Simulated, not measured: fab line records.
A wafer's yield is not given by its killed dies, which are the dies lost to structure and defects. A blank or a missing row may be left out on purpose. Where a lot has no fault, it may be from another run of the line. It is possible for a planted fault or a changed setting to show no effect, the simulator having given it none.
Chamber matching	flow n5_finfet	N5_BEOL_M4_STRIP_19 on rie_diel-02: 4 sister chambers
The step strips in O2. 4 wafers are shown with their chamber, then 8 later ones without.

## WAFERS WITH THEIR CHAMBER
wafer	chamber	drypump_motor_current_A (A)
L086.1	0	6.2
L086.3	3	5.2
L086.5	1	5.8
L087.1	2	6.6

## WAFERS WHOSE CHAMBER IS MISSING
wafer	drypump_motor_current_A (A)
L087.5	5.2
L087.6	6.2
L093.3	5.9
L093.5	6.2
L093.6	5.8
L097.3	5.8
L097.5	5.8
L097.6	6.2

## CHAMBER TAKEN BY EACH
wafer	from the rows above	in truth
L087.5	3	3
L087.6	0	0
L093.3	1	1
L093.5	0	0
L093.6	1	1
L097.3	1	1
L097.5	1	1
L097.6	0	0
Placed correctly: 8 of 8. Not placeable from these rows: 0. Wrongly placed: 0.
How it was worked out, from the rows above alone: a wafer's distance from a chamber is the root of the sum, over the readings, of the square of ((its reading less the chamber's mean) divided by the reading's scatter). The wafer belongs to the nearest chamber; if the next one is less than 2 further off, it can't be placed. For every chamber, the mean is computed from those of its wafers that are shown. The scatter: root of mean squared gap, hidden wafer to nearest shown wafer, with one shown wafer a chamber.
